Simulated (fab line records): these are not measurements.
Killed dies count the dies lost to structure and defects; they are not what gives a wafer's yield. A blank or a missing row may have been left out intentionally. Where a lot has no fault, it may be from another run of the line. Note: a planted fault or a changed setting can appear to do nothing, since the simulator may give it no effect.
Split-lot trial || flow n5Finfet || 7 lots, 39 wafers read, on a route of 1938 steps

== SPLIT DETAILS ==
At N5_HKMG_FIN_ETCH_31 (etches SiARC in CF4, target depth 45.5 nm, time 75.8 s), the setting biasW was moved away from the recipe's 36 W on 15 of the 39 wafers read, by -7.8% to +8.7%. The other wafers ran this setting at the recipe's value.

Reading taken at the split's own step.

== THE READING ==
rfVppV, in V, at N5_HKMG_FIN_ETCH_31 (etches SiARC in CF4, target depth 45.5 nm, time 75.8 s). A value of 184.1 V with a standard deviation of 0.96 V is what fault-free wafers of this fab line usually give.

{"wafer": "L075.1", "tool, chamber at the split": "rieDiel-05, 2", "biasW as run, W": 38.42, "against the recipe": "+6.7%", "rfVppV, V": 191.8, "against lot-mates on the recipe": "+7.2"}
{"wafer": "L075.2", "tool, chamber at the split": "rieDiel-05, 3", "biasW as run, W": 38.42, "against the recipe": "+6.7%", "rfVppV, V": 192.0, "against lot-mates on the recipe": "+7.4"}
{"wafer": "L075.3", "tool, chamber at the split": "rieDiel-05, 0", "biasW as run, W": 36, "against the recipe": "recipe", "rfVppV, V": 184.8, "against lot-mates on the recipe": "-"}
{"wafer": "L075.4", "tool, chamber at the split": "rieDiel-05, 3", "biasW as run, W": 36, "against the recipe": "recipe", "rfVppV, V": 184.5, "against lot-mates on the recipe": "-"}
{"wafer": "L075.5", "tool, chamber at the split": "rieDiel-05, 0", "biasW as run, W": 36, "against the recipe": "recipe", "rfVppV, V": 184.5, "against lot-mates on the recipe": "-"}
{"wafer": "L075.6", "tool, chamber at the split": "rieDiel-05, 2", "biasW as run, W": 38.42, "against the recipe": "+6.7%", "rfVppV, V": 189.7, "against lot-mates on the recipe": "+5.1"}
{"wafer": "L078.1", "tool, chamber at the split": "rieDiel-03, 1", "biasW as run, W": 38.22, "against the recipe": "+6.2%", "rfVppV, V": 191.5, "against lot-mates on the recipe": "+6.7"}
{"wafer": "L078.2", "tool, chamber at the split": "rieDiel-03, 3", "biasW as run, W": 36, "against the recipe": "recipe", "rfVppV, V": 183.6, "against lot-mates on the recipe": "-"}
{"wafer": "L078.3", "tool, chamber at the split": "rieDiel-03, 3", "biasW as run, W": 36, "against the recipe": "recipe", "rfVppV, V": 185.0, "against lot-mates on the recipe": "-"}
{"wafer": "L078.4", "tool, chamber at the split": "rieDiel-03, 1", "biasW as run, W": 38.22, "against the recipe": "+6.2%", "rfVppV, V": 189.5, "against lot-mates on the recipe": "+4.7"}
{"wafer": "L078.5", "tool, chamber at the split": "rieDiel-03, 1", "biasW as run, W": 38.22, "against the recipe": "+6.2%", "rfVppV, V": 190.0, "against lot-mates on the recipe": "+5.2"}
{"wafer": "L078.6", "tool, chamber at the split": "rieDiel-03, 3", "biasW as run, W": 36, "against the recipe": "recipe", "rfVppV, V": 185.7, "against lot-mates on the recipe": "-"}
{"wafer": "L081.1", "tool, chamber at the split": "rieDiel-06, 3", "biasW as run, W": 33.18, "against the recipe": "-7.8%", "rfVppV, V": 175.7, "against lot-mates on the recipe": -8.6}
{"wafer": "L081.2", "tool, chamber at the split": "rieDiel-06, 2", "biasW as run, W": 36, "against the recipe": "recipe", "rfVppV, V": 183.4, "against lot-mates on the recipe": "-"}
{"wafer": "L081.3", "tool, chamber at the split": "rieDiel-06, 1", "biasW as run, W": 36, "against the recipe": "recipe", "rfVppV, V": 185.7, "against lot-mates on the recipe": "-"}
{"wafer": "L081.4", "tool, chamber at the split": "rieDiel-06, 0", "biasW as run, W": 36, "against the recipe": "recipe", "rfVppV, V": 183.8, "against lot-mates on the recipe": "-"}
{"wafer": "L081.5", "tool, chamber at the split": "rieDiel-06, 2", "biasW as run, W": 33.18, "against the recipe": "-7.8%", "rfVppV, V": 174.5, "against lot-mates on the recipe": -9.8}
{"wafer": "L081.6", "tool, chamber at the split": "rieDiel-06, 3", "biasW as run, W": 33.18, "against the recipe": "-7.8%", "rfVppV, V": 175.1, "against lot-mates on the recipe": -9.2}
{"wafer": "L084.1", "tool, chamber at the split": "rieDiel-05, 1", "biasW as run, W": 36, "against the recipe": "recipe", "rfVppV, V": 185.5, "against lot-mates on the recipe": "-"}
{"wafer": "L084.2", "tool, chamber at the split": "rieDiel-05, 3", "biasW as run, W": 36, "against the recipe": "recipe", "rfVppV, V": 183.8, "against lot-mates on the recipe": "-"}
{"wafer": "L084.3", "tool, chamber at the split": "rieDiel-05, 0", "biasW as run, W": 36, "against the recipe": "recipe", "rfVppV, V": 183.7, "against lot-mates on the recipe": "-"}
{"wafer": "L084.4", "tool, chamber at the split": "rieDiel-05, 2", "biasW as run, W": 36, "against the recipe": "recipe", "rfVppV, V": 184.4, "against lot-mates on the recipe": "-"}
{"wafer": "L084.5", "tool, chamber at the split": "rieDiel-05, 3", "biasW as run, W": 36, "against the recipe": "recipe", "rfVppV, V": 184.4, "against lot-mates on the recipe": "-"}
{"wafer": "L084.6", "tool, chamber at the split": "rieDiel-05, 2", "biasW as run, W": 36, "against the recipe": "recipe", "rfVppV, V": 185.2, "against lot-mates on the recipe": "-"}
{"wafer": "L089.1", "tool, chamber at the split": "rieDiel-03, 2", "biasW as run, W": 36, "against the recipe": "recipe", "rfVppV, V": 184.1, "against lot-mates on the recipe": "-"}
{"wafer": "L089.2", "tool, chamber at the split": "rieDiel-03, 3", "biasW as run, W": 36, "against the recipe": "recipe", "rfVppV, V": 185.2, "against lot-mates on the recipe": "-"}
{"wafer": "L089.3", "tool, chamber at the split": "rieDiel-03, 1", "biasW as run, W": 39.12, "against the recipe": "+8.7%", "rfVppV, V": 194.2, "against lot-mates on the recipe": "+10.1"}
{"wafer": "L089.4", "tool, chamber at the split": "rieDiel-03, 3", "biasW as run, W": 39.12, "against the recipe": "+8.7%", "rfVppV, V": 194.9, "against lot-mates on the recipe": "+10.8"}
{"wafer": "L089.5", "tool, chamber at the split": "rieDiel-03, 1", "biasW as run, W": 39.12, "against the recipe": "+8.7%", "rfVppV, V": 193.2, "against lot-mates on the recipe": "+9.1"}
{"wafer": "L089.6", "tool, chamber at the split": "rieDiel-03, 2", "biasW as run, W": 36, "against the recipe": "recipe", "rfVppV, V": 183.0, "against lot-mates on the recipe": "-"}
{"wafer": "L093.1", "tool, chamber at the split": "rieDiel-06, 0", "biasW as run, W": 36, "against the recipe": "recipe", "rfVppV, V": 185.4, "against lot-mates on the recipe": "-"}
{"wafer": "L093.3", "tool, chamber at the split": "rieDiel-06, 2", "biasW as run, W": 36, "against the recipe": "recipe", "rfVppV, V": 185.0, "against lot-mates on the recipe": "-"}
{"wafer": "L093.6", "tool, chamber at the split": "rieDiel-06, 2", "biasW as run, W": 36, "against the recipe": "recipe", "rfVppV, V": 183.1, "against lot-mates on the recipe": "-"}
{"wafer": "L097.1", "tool, chamber at the split": "rieDiel-03, 1", "biasW as run, W": 37.74, "against the recipe": "+4.8%", "rfVppV, V": 190.2, "against lot-mates on the recipe": "+5.5"}
{"wafer": "L097.2", "tool, chamber at the split": "rieDiel-03, 2", "biasW as run, W": 37.74, "against the recipe": "+4.8%", "rfVppV, V": 191.7, "against lot-mates on the recipe": "+7.0"}
{"wafer": "L097.3", "tool, chamber at the split": "rieDiel-03, 0", "biasW as run, W": 36, "against the recipe": "recipe", "rfVppV, V": 184.4, "against lot-mates on the recipe": "-"}
{"wafer": "L097.4", "tool, chamber at the split": "rieDiel-03, 2", "biasW as run, W": 36, "against the recipe": "recipe", "rfVppV, V": 185.9, "against lot-mates on the recipe": "-"}
{"wafer": "L097.5", "tool, chamber at the split": "rieDiel-03, 0", "biasW as run, W": 36, "against the recipe": "recipe", "rfVppV, V": 183.9, "against lot-mates on the recipe": "-"}
{"wafer": "L097.6", "tool, chamber at the split": "rieDiel-03, 1", "biasW as run, W": 37.74, "against the recipe": "+4.8%", "rfVppV, V": 189.8, "against lot-mates on the recipe": "+5.1"}

FIT RESULTS
A straight line over all 39 wafers: rfVppV changes by +1.11 V for each +1% of biasW; r = +0.98; the points scatter about the line by 0.95 V.
The same after taking each lot's own level away (the mean of its wafers on the recipe; 39 wafers): +1.1 V for each +1%; r = +0.98; scatter 0.95 V.
That fit puts the effect of the largest move of biasW on the reading at 9.5 V.
Across the lots, their own levels run from 184.10 to 184.77 V, a range of 0.7 times the standard deviation given above.
Consequently the slope shifts little with the lot-to-lot level, the two slopes agreeing.
Check: for one of the wafers moved furthest among these (+8.7%), held out of the fit, the line's prediction against its lot-mates is +9.34 V. It came out at +10.1 V against them.
Tool readings at the split's step, against how far the setting was moved: rfVppV r = +0.98.

== OTHER SPLITS APPLIED TO THESE WAFERS ==
Other splits were also applied to these wafers ahead of the reading. Each is held against what the fit with the lots' levels taken away leaves over:
{"other split on the same wafers": "N5_WELL_APT_IMPLANT_14 energyKev", "wafers away from the commonest value": 18, "r with rfVppV (lot level and that fit taken away)": -0.08}
{"other split on the same wafers": "N5_DUMMY_GATE_EXPOSE_12 doseMj", "wafers away from the commonest value": 12, "r with rfVppV (lot level and that fit taken away)": "+0.11"}
{"other split on the same wafers": "N5_DUMMY_GATE_ETCH_37 sourceW", "wafers away from the commonest value": 9, "r with rfVppV (lot level and that fit taken away)": -0.07}
{"other split on the same wafers": "N5_SD_EPI_N_EPI_21 tempC", "wafers away from the commonest value": 12, "r with rfVppV (lot level and that fit taken away)": "+0.00"}
{"other split on the same wafers": "N5_HKMG_FIN_ETCH_55 timeS", "wafers away from the commonest value": 18, "r with rfVppV (lot level and that fit taken away)": -0.19}

== THE FILE'S OWN FIT ==
rfVppV changes by +1.09 V for each +1% of biasW, r = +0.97.
